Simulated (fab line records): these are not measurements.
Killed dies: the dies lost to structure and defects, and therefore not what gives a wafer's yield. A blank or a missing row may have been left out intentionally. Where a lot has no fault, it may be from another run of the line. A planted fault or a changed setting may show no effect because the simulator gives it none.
Chamber matching || flow n5Finfet || N5_BEOL_M5_STRIP_36 on rieDiel-06 has 4 sister chambers
The step strips in N2/H2. 8 wafers are shown with their chamber, then 8 later ones without.

## EACH WAFER AND ITS CHAMBER
{"wafer": "L083.2", "chamber": 3, "throttleValvePct (%)": 23.80, "showerheadPlenumPTorr (Torr)": 2.40}
{"wafer": "L083.5", "chamber": 1, "throttleValvePct (%)": 23.55, "showerheadPlenumPTorr (Torr)": 2.43}
{"wafer": "L084.5", "chamber": 3, "throttleValvePct (%)": 23.78, "showerheadPlenumPTorr (Torr)": 2.40}
{"wafer": "L086.5", "chamber": 2, "throttleValvePct (%)": 23.60, "showerheadPlenumPTorr (Torr)": 2.43}
{"wafer": "L086.6", "chamber": 0, "throttleValvePct (%)": 24.18, "showerheadPlenumPTorr (Torr)": 2.53}
{"wafer": "L089.1", "chamber": 2, "throttleValvePct (%)": 23.58, "showerheadPlenumPTorr (Torr)": 2.42}
{"wafer": "L089.2", "chamber": 0, "throttleValvePct (%)": 24.17, "showerheadPlenumPTorr (Torr)": 2.53}
{"wafer": "L089.3", "chamber": 1, "throttleValvePct (%)": 23.57, "showerheadPlenumPTorr (Torr)": 2.43}

## WAFERS WITH NO CHAMBER GIVEN
{"wafer": "L091.3", "throttleValvePct (%)": 23.58, "showerheadPlenumPTorr (Torr)": 2.42}
{"wafer": "L091.5", "throttleValvePct (%)": 23.64, "showerheadPlenumPTorr (Torr)": 2.42}
{"wafer": "L092.2", "throttleValvePct (%)": 23.60, "showerheadPlenumPTorr (Torr)": 2.42}
{"wafer": "L092.4", "throttleValvePct (%)": 23.62, "showerheadPlenumPTorr (Torr)": 2.42}
{"wafer": "L092.6", "throttleValvePct (%)": 24.22, "showerheadPlenumPTorr (Torr)": 2.52}
{"wafer": "L097.2", "throttleValvePct (%)": 24.22, "showerheadPlenumPTorr (Torr)": 2.52}
{"wafer": "L097.3", "throttleValvePct (%)": 23.50, "showerheadPlenumPTorr (Torr)": 2.71}
{"wafer": "L097.5", "throttleValvePct (%)": 23.64, "showerheadPlenumPTorr (Torr)": 2.42}

## WHICH CHAMBER EACH WENT THROUGH
{"wafer": "L091.3", "from the rows above": "can't be placed: 2 or 1", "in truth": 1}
{"wafer": "L091.5", "from the rows above": 2, "in truth": 2}
{"wafer": "L092.2", "from the rows above": 2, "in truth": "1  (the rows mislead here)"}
{"wafer": "L092.4", "from the rows above": 2, "in truth": 2}
{"wafer": "L092.6", "from the rows above": 0, "in truth": 0}
{"wafer": "L097.2", "from the rows above": 0, "in truth": 0}
{"wafer": "L097.3", "from the rows above": 0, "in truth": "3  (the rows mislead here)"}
{"wafer": "L097.5", "from the rows above": 2, "in truth": 2}
Correct placement for 5 of the 8. Not placeable from these rows: 1 (in 1, the candidates include the true chamber). Number placed wrongly: 2.
How it was worked out, from the rows above alone: a wafer's distance from a chamber is the root of the sum, over the readings, of the square of ((its reading less the chamber's mean) divided by the reading's scatter). If the next closest chamber is less than 2 further off than the closest, the wafer can't be placed; otherwise it belongs to the closest. A chamber's mean is the mean of its shown wafers. The scatter is the square root of a quotient: the sum, over the shown wafers, of each reading's squared deviation from its chamber's mean, divided by wafers minus chambers.
